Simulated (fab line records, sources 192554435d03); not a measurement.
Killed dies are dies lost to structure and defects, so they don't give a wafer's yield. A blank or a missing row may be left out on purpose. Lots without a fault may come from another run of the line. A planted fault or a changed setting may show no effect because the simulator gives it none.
fab line records | flow n5_finfet
record lots=3 wafers=9 last_day=16
route steps=1938 shown MOL_CONTACT_COAG@620 BEOL_M0_SAQP@632 BEOL_M0_CUTY@710 BEOL_M4@1111 PASSIVATION@1936
lots that met no fault: from a run of the same line without faults
start_h: hours from the record's first day to the start of the lot's first wafer shown | wait_h: hours since the lot's step before | " the same as in the row above | L1.1+2: a row that stands for several wafers | - no value, or no start given | * or withheld: withheld | < > ~ a bound
route shown NAME@n: a module of which the file shows steps, and the number in the route of the first | usual: mean/standard deviation of fault-free wafers | same: alike in all rows | chamber/n: place in a boat | sites: the reading at each site | _std_site: their standard deviation | _edge_site: outer sites' mean less inner sites' | radius_mm: how far each site lies from the wafer's centre | mask NAME#n: copy n | behind: the tool/chamber that last shaped the wafer | hold: why the lot was held/for how many hours/how that ended | device: the transistor (n, p or np) that didn't switch | end of line: the same wafers' tests at the end of the route | a step without rows: its recipe alone | killed: dies lost to structure and defects at the first sort, not the wafer's yield | map: a wafer's dies, x killed, . not, _ none there
set.NAME: the setting as run; set.NAME@STEP: as run at that earlier step | model.NAME: the simulator's own value behind a step, which no gauge read
lots at some steps of the route; a table a step, a row a wafer
services: from which hour (start_h, from the record's first day; less than 0 if before it) a tool's chamber was out of use, for how many hours, and why
## steps
# step N5_MOL_CONTACT_COAG_PRECLEAN_138
# recipe chemistry=alkaline_clean temp_c=60 time_s=60 do_ppb=50
# step N5_MOL_CONTACT_COAG_SRD_139
# recipe dry=ipa_marangoni time_s=30 temp_c=23 rinse_liquid=diw
# step N5_MOL_CONTACT_COAG_PRE_CLEAN_121
# recipe gas=H2/He time_s=* temp_c=withheld
# step N5_MOL_CONTACT_COAG_CVD_140
# recipe material=W target_thk_a=665 mode=selective_fill temp_c=300 time_s=215
# step N5_MOL_CONTACT_COAG_PRECLEAN_127
# recipe chemistry=DIW time_s=57.5 temp_c=23
# step N5_MOL_CONTACT_COAG_SRD_128
# recipe dry_time_s=32 dry=n2_spin spin_rpm=1500
# step N5_MOL_CONTACT_COAG_CMP_52
# recipe stop_on=SiO2 t_overpolish_s=1.5 post_cmp_clean=w_dilute_nh4oh down_force_psi=4 platen_rpm=50.289 pad_velocity_m_s=1.0006 target_thk_nm=66.5
# step N5_MOL_CONTACT_COAG_ANNEAL_112
# recipe temp_c=400 time_s=1800 ambient=HPD2 pressure_atm=10
# step N5_BEOL_M0_SAQP_PECVD_00
# recipe material=SiCN target_thk_a=80 temp_c=withheld precursor=3MS/NH3 pressure_torr=3 rf_w=202 time_s=14
# usual chamber_pressure_Torr=2.999/0.006 showerhead_plenum_p_Torr=3.667/0.015 throttle_valve_pct=9.1/0.35
# columns lot.wafer tool chamber start_h wait_h chamber_pressure_Torr showerhead_plenum_p_Torr throttle_valve_pct
L647.3 pecvd-02 1 141.43 0.1 3.000 3.673 8.6
L647.4 " 0 " " 3.018 3.665 9.2
L647.5 " 1 " " 2.989 3.669 8.5
L653.2 pecvd-02 0 175.36 0.2 2.995 3.663 9.4
L653.4 " 1 " " 2.999 3.661 8.7
L653.6 " 2 " " 2.999 3.689 9.1
L661.3 pecvd-01 0 220.36 0.1 3.013 3.674 8.8
L661.5 " 2 " " 2.995 3.650 8.8
L661.6 " 1 " " 2.996 3.661 9.4
# step N5_BEOL_M0_SAQP_ILD_DEP_01
# recipe material=SiOC target_thk_a=454.19 temp_c=350 precursor=DEMS/O2 pressure_torr=5 rf_w=500 time_s=8.7
# step N5_BEOL_M0_SAQP_HM_DEP_02
# recipe material=TiN target_thk_a=120 temp_c=25 chamber_pressure_pa=0.49996
# step N5_BEOL_M0_SAQP_PECVD_03
# recipe material=SiCN target_thk_a=120 temp_c=withheld precursor=3MS/NH3 pressure_torr=3 rf_w=202 time_s=21.1
# step N5_BEOL_M0_SAQP_PECVD_96
# recipe material=a-Si target_thk_a=450 temp_c=350 precursor=SiH4/He pressure_torr=3 rf_w=100 time_s=45.2
# step N5_BEOL_M0_SAQP_PECVD_97
# recipe material=SiNx target_thk_a=230 temp_c=350 precursor=SiH4/NH3/N2 pressure_torr=1.5 rf_w=300 time_s=19.9
# step N5_BEOL_M0_SAQP_PECVD_04
# recipe material=a-Si target_thk_a=600 temp_c=350 precursor=SiH4/He pressure_torr=3 rf_w=100 time_s=60.2
# step N5_BEOL_M0_SAQP_HM_DEP_111
# recipe material=SiO2 target_thk_a=120 temp_c=400 precursor=SiH4/N2O pressure_torr=0.75 rf_w=275 time_s=7.2
# step N5_BEOL_M0_SAQP_COAT_81
# recipe resist=SOC temp_c=250 time_s=60 spin_rpm=1500 resist_thk_nm=100
# step N5_BEOL_M0_SAQP_COAT_82
# recipe resist=SiARC temp_c=220 time_s=60 spin_rpm=1500 resist_thk_nm=30
# step N5_BEOL_M0_SAQP_COAT_08
# recipe resist=CAR-ArF spin_rpm=1500 resist_thk_nm=90
# step N5_BEOL_M0_SAQP_EBR_10
# recipe solvent=PGMEA ebr_width_mm=1.5
# step N5_BEOL_M0_SAQP_SOFTBAKE_09
# recipe temp_c=110 time_s=60 resist=CAR-ArF
# step N5_BEOL_M0_SAQP_EXPOSE_11
# recipe mask_id=M0_CORE na=1.35 source_shape=dipole sigma_inner=0.538 sigma_outer=0.738 polarization=te target_cd_nm=42 dose_mj=55
# step N5_BEOL_M0_SAQP_PEB_12
# recipe peb_temp_c=withheld peb_time_s=60 resist=CAR-ArF
# step N5_BEOL_M0_SAQP_DEVELOP_13
# recipe develop_time_s=30 developer=TMAH resist=CAR-ArF dev_temp_c=23 rinse_liquid=diw dry=air_spin
# step N5_BEOL_M0_SAQP_INSPECT_16
# recipe mode=adi inspect_instrument=brightfield
# usual raw_defect_count=478/130
# columns lot.wafer tool chamber start_h wait_h raw_defect_count
L647.3 defect_inspect-02 - 143.66 0.0 387
L647.4 " - " " 702
L647.5 " - " " 451
L653.2 defect_inspect-02 - 176.84 0.0 385
L653.4 " - " " 508
L653.6 " - " " 1740
L661.3 defect_inspect-02 - 221.43 0.0 824
L661.5 " - " " 666
L661.6 " - " " 703
# step N5_BEOL_M0_SAQP_DESCUM_19
# recipe chemistry=O2 time_s=7.9 source_power_w=50 bias_power_w=20 pressure_mtorr=20 rf_frequency_hz=2.712e+07 temp_c=40 resist=CAR-ArF o2_flow_sccm=225
# step N5_BEOL_M0_SAQP_ETCH_83
# recipe chemistry=CF4 target=SiARC target_depth_a=390 mask_material=CAR-ArF time_s=65 ion_energy_ev=80 pressure_mtorr=40 source_w=545 bias_w=36 Ar_flow_sccm=100 cf4_flow_sccm=100 ends=cleared
# step N5_BEOL_M0_SAQP_ETCH_84
# recipe chemistry=N2/H2 target=SOC target_depth_a=1000 overetch_a=200 mask_material=SiARC temp_c=40 time_s=150 ion_energy_ev=200 pressure_mtorr=30 source_w=840 bias_w=150 n2_flow_sccm=200 h2_flow_sccm=200
# step N5_BEOL_M0_SAQP_STRIP_80
# recipe chemistry=N2/H2 temp_c=40 n2_flow_sccm=200 h2_flow_sccm=200 rf_frequency_hz=6e+07
# step N5_BEOL_M0_SAQP_HM_OPEN_112
# recipe chemistry=CHF3/O2 target=SiO2 stop_on=a-Si target_depth_a=120 over_etch_frac=1.25 mask_material=SOC time_s=13.5 pressure_mtorr=30 source_w=650 bias_w=170 Ar_flow_sccm=200 CHF3_flow_sccm=50 O2_flow_sccm=5 ion_energy_ev=200 ends=end_point
# step N5_BEOL_M0_SAQP_STRIP_113
# recipe chemistry=CHF3/O2 resist=SiARC rf_frequency_hz=6e+07
# step N5_BEOL_M0_SAQP_MANDREL_ETCH_20
# recipe target_depth_a=600 chemistry=HBr/Cl2 target=a-Si stop_on=SiNx bt_time_s=10 mask_material=SOC over_etch_frac=0.5 time_s=30 pressure_mtorr=10 icp_w=800 bias_w=75 HBr_flow_sccm=150 Cl2_flow_sccm=80 ends=end_point
# step N5_BEOL_M0_SAQP_STRIP_86
# recipe chemistry=N2/H2 power_w=500 temp_c=40 pressure_mtorr=50 rf_frequency_hz=6e+07 overash_fraction=0.3 bias_power_w=28 h2_frac=0.5 n2_flow_sccm=300 h2_flow_sccm=300
# step N5_BEOL_M0_SAQP_STRIP_115
# recipe chemistry=post_etch_residue_remover time_s=60 temp_c=25 remover_ph=withheld remover_water_wt_pct=withheld remover_fluoride_wt_pct=withheld
# step N5_BEOL_M0_SAQP_SRD_93
# recipe dry=ipa_marangoni time_s=30 temp_c=23 rinse_liquid=diw
# step N5_BEOL_M0_SAQP_INSPECT_42
# recipe mode=adi inspect_instrument=brightfield
# usual raw_defect_count=299/83
# columns lot.wafer tool chamber start_h wait_h raw_defect_count
L647.3 defect_inspect-01 - 147.74 0.0 239
L647.4 " - " " 337
L647.5 " - " " 177
L653.2 defect_inspect-01 - 181.36 0.0 202
L653.4 " - " " 258
L653.6 " - " " 1433
L661.3 defect_inspect-01 - 225.51 0.1 461
L661.5 " - " " 423
L661.6 " - " " 374
# step N5_BEOL_M0_CUTY_INSPECT_59
# recipe mode=adi inspect_instrument=macro
# usual raw_defect_count=2.0/1.5
# columns lot.wafer tool chamber start_h wait_h raw_defect_count
L647.3 defect_inspect-02 - 149.09 0.0 3
L647.4 " - " " 1
L647.5 " - " " 4
L653.2 defect_inspect-02 - 184.88 0.0 2
L653.4 " - " " 0
L653.6 " - " " >300
L661.3 defect_inspect-02 - 227.37 0.0 2
L661.5 " - " " 0
L661.6 " - " " 2
# step N5_BEOL_M4_RC_MEAS_101
# usual DIBL_N=35.8/1.8 DIBL_P=35.9/2.2 IOFF_N=0.16/0.035 IOFF_P=0.21/0.04 ION_N=672/11 ION_P=461/7.4 SS_N=71.4/0.64 SS_P=73.2/0.67 VT_N=250/3.5 VT_P=-251/3.4
# columns lot.wafer tool chamber start_h wait_h DIBL_N[mV/V] DIBL_P[mV/V] IOFF_N[nA/um] IOFF_P[nA/um] ION_N[uA/um] ION_P[uA/um] SS_N[mV/dec] SS_P[mV/dec] VT_N[mV] VT_P[mV]
L647.3 prober-01 0 200.82 0.3 33.9 34.2 0.12 0.18 660 460 71.9 73.0 252 -252
L647.4 " 0 " " 36.0 35.9 0.15 0.20 662 455 72.1 73.7 253 -251
L647.5 " 0 " " 33.7 33.1 0.12 0.16 644 446 71.0 72.1 255 -252
L653.2 prober-02 0 238.92 0.2 34.1 34.0 0.13 0.16 673 455 71.6 72.8 253 -257
L653.4 " 0 " " 36.2 34.3 0.15 0.18 663 449 71.9 73.0 252 -252
L653.6 " 0 " " 35.1 35.3 0.13 0.18 667 455 71.2 73.0 252 -251
L661.3 prober-01 0 285.21 0.3 39.3 38.7 0.25 0.29 697 464 72.4 73.8 243 -244
L661.5 " 0 " " 35.6 35.2 0.15 0.20 659 456 71.4 72.9 252 -248
L661.6 " 0 " " 35.6 35.3 0.15 0.21 674 461 71.3 73.5 248 -249
# step N5_PASSIVATION_PROBE_49
# usual defect_limited_yield=91.0/1.5 killed_at_M0_to_M3=34/9.1 killed_at_M4_up=14/5.7 killed_at_contacts=13/5.7 killed_at_front_end=42/12 killed_at_other=4/3.4 killed_dies=106/17 killed_open=70/13 killed_short=34/7.5 sort_bin_5_function=5.2/0.94 sort_bin_6_memory=3.4/0.69 sort_n_pass=1074/17 sort_yield_pct=91.0/1.5
# same gross_dies=1180 killed_at_back_side=0 sort_bin_4_leakage[%]=0 sort_bin_8_speed[%]=0
# columns lot.wafer tool chamber start_h wait_h defect_limited_yield[%] killed_at_M0_to_M3 killed_at_M4_up killed_at_contacts killed_at_front_end killed_at_other killed_dies killed_open killed_short sort_bin_5_function[%] sort_bin_6_memory[%] sort_n_pass sort_yield_pct[%]
L653.6 prober-01 - 334.06 0.3 79.5 176 5 17 35 9 242 59 33 12.2 5.0 938 79.5
# killed by level:class
L653.6 BEOL_M0_SAQP:unspecified=149 BEOL_M0_SAQP:geometric_particle:open=13 MOL_CONTACT_COAG:geometric_particle:open=12 FIN_SAQP:geometric_particle:open=10 FIN_SAQP:geometric_particle:short=8 BEOL_M0_SAQP:geometric_particle:short=7 MOL_CONTACT_COAG:geometric_particle:short=5 DUMMY_GATE:geometric_particle:open=5
# map L653.6 (x killed, . not)
_________________......x..x..________________
______________......xx.........._____________
___________.xx.x...................__________
__________..x.............x......xx._________
________x....x........................_______
_______.....x...................x.....x______
______...x....x........................._____
_____.x........x......x...........x..x...____
____x...x.......x.........................___
___...............x..........x.............__
___..........x...........x...x..........x..__
__.................xx........x......x......._
__............x.................x..x........_
_........x...................xx.......x......
_......x..............x.....................x
_.x....x.........................x..........x
_...........x..x....x.............x.....x....
_................xxx.xxx.....................
_........x.x.xxx.xxx.x.xxx.....x...........x.
_...............x.xxxxxxx..........x.....x..x
_.............x.xxxxxxxxxxx.........x......x.
__.x.x.......xxxxxxxxxxxxxxx................_
__...........xxxxxxxxxxxxxxx................_
___..........xxxxxxxxxxxxxx.....x..........__
___x....x...x.xxxxxxxxxxxxxx.......x.......__
____.......xxxxxxxxxxxxxxxxxx.............___
_____.........xxxxxxxxxxxxx..xx..x..x....____
______.......x.xxxxxxxxxxxx..........x.._____
_______......x..xxxxxxx........x...x...______
________...x..x.xxxx..x..............._______
__________x......xxx....xx......x..._________
___________....x............x......__________
______________..x..............._____________
_________________..x.........________________
# map L647.4 (x killed, . not)
_________________..x.x....x..________________
______________...x.......x......_____________
___________...........x............__________
__________.........x................_________
________....xx.x...x..x.....x..x......_______
_______....x............x.....x.....x..______
______..............x..............x...x_____
_____..........................x....x.x..____
____.x.....x...x..........x...............___
___.xx..x..................................__
___..x.............x.......................__
__..............x.........................x._
__....x......x..........x......x............_
_........................x...................
_.....x............x....xxx....x.............
_.x..x.................x....x.............x..
_..x...x.....................................
_...x.................................x......
_.......x.x....x...........x.....x...........
_x..x........x........x.....x...x............
_.x.x.xx....x..........x..x....x......x......
__..x....x.x...x.......x.......x..x........._
__...x.............................xx......._
___xx......x.........x..x......x.........x.__
___.....................x.x.x.......x......__
____.......x...x........x...........x.....___
_____.x......x......xx.....x.............____
______..............x......x............_____
_______.....x....................x...x.______
________........x................x...._______
__________....x....x.......x.....xx._________
___________x..x..........xx........__________
______________x................._____________
_________________..x.........________________
## services
# columns tool chamber start_h hours kind
pecvd-02 2 151.94 5.0 scheduled_down
pecvd-02 - 172.67 1.9 repair
pecvd-02 0 186.88 2.1 scheduled_down
pecvd-02 - 217.46 14.6 pm
## key
first_sign step=N5_BEOL_M0_SAQP_INSPECT_16 reading=raw_defect_count direction=up sigmas=9.9 usual=478 struck=1740
effect step=N5_BEOL_M0_SAQP_INSPECT_42 reading=raw_defect_count direction=up sigmas=14 usual=299 struck=1433
effect step=N5_BEOL_M0_CUTY_INSPECT_59 reading=raw_defect_count direction=up sigmas=99+ usual=2.0 struck=>300
effect step=N5_PASSIVATION_PROBE_49 reading=killed_at_M0_to_M3 direction=up sigmas=16 usual=34 struck=176
more_kills_born_at N5_BEOL_M0_SAQP_PECVD_00@pecvd-02=149
met_at N5_BEOL_M0_SAQP_PECVD_00
struck_wafers L653.6
fault kind=chamber_particle_source tool=pecvd-02 chamber=2 onset_h=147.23 steps=N5_BEOL_M0_SAQP_PECVD_00 rate_per_visit_cm2=1.8528 end_h=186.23
